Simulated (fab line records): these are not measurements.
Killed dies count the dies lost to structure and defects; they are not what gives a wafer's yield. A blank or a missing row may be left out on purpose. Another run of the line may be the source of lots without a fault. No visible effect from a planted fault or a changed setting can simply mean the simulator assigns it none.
Split-lot trial / flow n5-finfet / on a route of 1938 steps: 7 lots, 21 wafers read

SPLIT DETAILS
At N5_PASSIVATION_EXPOSE_27 (exposes mask PAD, defocus 0 nm), the setting dose-mj was moved away from the recipe's 32.3 on 8 of the 21 wafers read, by -7.2% to +5.0%. The other wafers ran this setting at the recipe's value.

FROM THE SPLIT TO THE READING: what the file shows between them, 3 steps
- N5_PASSIVATION_PEB_28
- N5_PASSIVATION_DEVELOP_29: develop time 60 s
- N5_PASSIVATION_HARDBAKE_31: time 120 s

THE READING
cd-nm (nm) at N5_PASSIVATION_CD_MEAS_30, where the cd target is 4000 nm. A value of 4000.0 nm with a standard deviation of 1.9 nm is what fault-free wafers of this fab line usually give.

wafer=L080.1; tool, chamber at the split=krf-scanner-01, 0; dose-mj as run=32.3; against the recipe=recipe; cd-nm, nm=4001.0; against lot-mates on the recipe=-
wafer=L080.2; tool, chamber at the split=krf-scanner-01, 0; dose-mj as run=32.3; against the recipe=recipe; cd-nm, nm=3999.4; against lot-mates on the recipe=-
wafer=L080.6; tool, chamber at the split=krf-scanner-01, 0; dose-mj as run=32.3; against the recipe=recipe; cd-nm, nm=3999.5; against lot-mates on the recipe=-
wafer=L081.2; tool, chamber at the split=krf-scanner-02, 0; dose-mj as run=32.3; against the recipe=recipe; cd-nm, nm=4001.5; against lot-mates on the recipe=-
wafer=L081.5; tool, chamber at the split=krf-scanner-02, 0; dose-mj as run=32.3; against the recipe=recipe; cd-nm, nm=3999.1; against lot-mates on the recipe=-
wafer=L081.6; tool, chamber at the split=krf-scanner-02, 0; dose-mj as run=29.96; against the recipe=-7.2%; cd-nm, nm=3989.4; against lot-mates on the recipe=-10.9
wafer=L083.1; tool, chamber at the split=krf-scanner-02, 0; dose-mj as run=32.3; against the recipe=recipe; cd-nm, nm=3999.0; against lot-mates on the recipe=-
wafer=L083.2; tool, chamber at the split=krf-scanner-02, 0; dose-mj as run=33.9; against the recipe=+5.0%; cd-nm, nm=4011.1; against lot-mates on the recipe=+12.1
wafer=L083.6; tool, chamber at the split=krf-scanner-02, 0; dose-mj as run=33.9; against the recipe=+5.0%; cd-nm, nm=4008.1; against lot-mates on the recipe=+9.1
wafer=L087.2; tool, chamber at the split=krf-scanner-01, 0; dose-mj as run=32.3; against the recipe=recipe; cd-nm, nm=4006.0; against lot-mates on the recipe=-
wafer=L087.5; tool, chamber at the split=krf-scanner-01, 0; dose-mj as run=32.3; against the recipe=recipe; cd-nm, nm=4004.9; against lot-mates on the recipe=-
wafer=L087.6; tool, chamber at the split=krf-scanner-01, 0; dose-mj as run=32.3; against the recipe=recipe; cd-nm, nm=4002.7; against lot-mates on the recipe=-
wafer=L089.1; tool, chamber at the split=krf-scanner-02, 0; dose-mj as run=32.3; against the recipe=recipe; cd-nm, nm=3997.1; against lot-mates on the recipe=-
wafer=L089.3; tool, chamber at the split=krf-scanner-02, 0; dose-mj as run=30.79; against the recipe=-4.7%; cd-nm, nm=3988.4; against lot-mates on the recipe=-8.7
wafer=L089.4; tool, chamber at the split=krf-scanner-02, 0; dose-mj as run=30.79; against the recipe=-4.7%; cd-nm, nm=3989.9; against lot-mates on the recipe=-7.2
wafer=L092.1; tool, chamber at the split=krf-scanner-01, 0; dose-mj as run=32.3; against the recipe=recipe; cd-nm, nm=4000.3; against lot-mates on the recipe=-
wafer=L092.3; tool, chamber at the split=krf-scanner-01, 0; dose-mj as run=31.65; against the recipe=-2.0%; cd-nm, nm=3996.3; against lot-mates on the recipe=-4.2
wafer=L092.5; tool, chamber at the split=krf-scanner-01, 0; dose-mj as run=32.3; against the recipe=recipe; cd-nm, nm=4000.8; against lot-mates on the recipe=-
wafer=L096.1; tool, chamber at the split=krf-scanner-02, 0; dose-mj as run=30.76; against the recipe=-4.8%; cd-nm, nm=3989.2; against lot-mates on the recipe=-8.4
wafer=L096.3; tool, chamber at the split=krf-scanner-02, 0; dose-mj as run=32.3; against the recipe=recipe; cd-nm, nm=3997.6; against lot-mates on the recipe=-
wafer=L096.6; tool, chamber at the split=krf-scanner-02, 0; dose-mj as run=30.76; against the recipe=-4.8%; cd-nm, nm=3991.3; against lot-mates on the recipe=-6.3

THE FIT
A straight line over all 21 wafers: cd-nm changes by +1.96 nm for each +1% of dose-mj; r = +0.93; the points scatter about the line by 2.4 nm.
The same after taking each lot's own level away (the mean of its wafers on the recipe; 21 wafers): +1.76 nm for each +1%; r = +0.98; scatter 1.2 nm.
On that fit, the largest move of dose-mj shifts the reading by 13 nm.
The span of the lots' own levels, 3997.10 to 4004.53 nm, comes to 3.9 times the standard deviation stated above.
So the lot-to-lot level changes the slope: the two fits differ.
Check: for one of the wafers moved furthest among these (-7.2%), held out of the fit, the line's prediction against its lot-mates is -13 nm. Against them it came out at -10.9 nm.

THE OTHER SPLITS THESE WAFERS WENT THROUGH
Note: prior to the reading, these wafers also went through further splits. Each is held against what the fit with the lots' levels taken away leaves over:
other split on the same wafers=N5_PASSIVATION_AL_DEP_21 time-s; wafers away from the commonest value=3; r with cd-nm (lot level and that fit taken away)=+0.58

THE FILE'S OWN FIT
cd-nm changes by +1.69 nm for each +1% of dose-mj, r = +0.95.
